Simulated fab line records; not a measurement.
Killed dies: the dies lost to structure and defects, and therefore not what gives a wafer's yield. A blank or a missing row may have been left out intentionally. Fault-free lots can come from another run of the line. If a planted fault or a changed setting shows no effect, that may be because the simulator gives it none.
Matching of chambers -- flow n5_finfet -- 4 sister chambers for N5_BEOL_M1_ALD_98 on ald_sin-04
The step deposits SiO2, target thk 2.5 nm, pulse time 1 s, co reactant pulse time 1 s. 20 wafers are shown with their chamber, then 10 later ones without.

== WAFERS PAIRED WITH THEIR CHAMBERS ==
wafer,chamber,heater_power_w (W),precursor_pulse_height_rel
L076.2,2,71,1.030
L076.3,0,87,0.976
L076.4,3,79,0.991
L078.1,3,77,0.968
L078.2,0,89,1.007
L078.3,2,71,0.957
L084.1,2,73,0.977
L084.2,3,77,0.996
L084.4,0,88,0.997
L086.1,0,89,0.979
L086.2,3,78,1.022
L086.4,2,72,1.009
L085.3,3,79,0.990
L085.4,0,88,0.996
L085.5,3,77,1.016
L088.3,3,77,1.026
L088.4,1,72,0.998
L088.5,2,72,1.010
L092.1,0,86,0.995
L092.2,1,71,0.975

SIGNATURES (means of the wafers above)
reading,chamber 0,chamber 1,chamber 2,chamber 3,scatter within a chamber
heater_power_w,87.83,71.50,71.80,77.71,0.986
precursor_pulse_height_rel,0.99167,0.98650,0.99660,1.00129,0.0209
Rule: for a wafer and a chamber, the distance is found by dividing, reading by reading, the gap between the wafer's reading and the chamber's mean by the reading's scatter, squaring, summing and taking the root. If the next closest chamber is less than 2 further off than the closest, the wafer can't be placed; otherwise it belongs to the closest. How the scatter is found: for the shown wafers, subtract from each reading the mean of its chamber, square and add these, divide the total by (wafers less chambers), then take the root.

== WAFERS WITHOUT THEIR CHAMBER ==
wafer,heater_power_w (W),precursor_pulse_height_rel
L092.5,86,0.985
L094.1,85,1.011
L094.4,76,1.023
L094.5,68,1.006
L095.1,70,1.022
L095.4,71,1.021
L095.6,71,0.976
L096.3,75,1.017
L096.5,78,1.000
L096.6,87,0.984

== THE CHAMBER EACH PASSED THROUGH ==
wafer,from the rows above,in truth
L092.5,0,0
L094.1,0,0
L094.4,3,3
L094.5,can't be placed: 1 or 2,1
L095.1,can't be placed: 2 or 1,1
L095.4,can't be placed: 2 or 1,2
L095.6,can't be placed: 1 or 2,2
L096.3,can't be placed: 3 or 2 or 1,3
L096.5,3,3
L096.6,0,0
Placed correctly: 5 of 10. These rows do not allow placing 5 (true chamber among the candidates in 5). Number placed wrongly: 0.
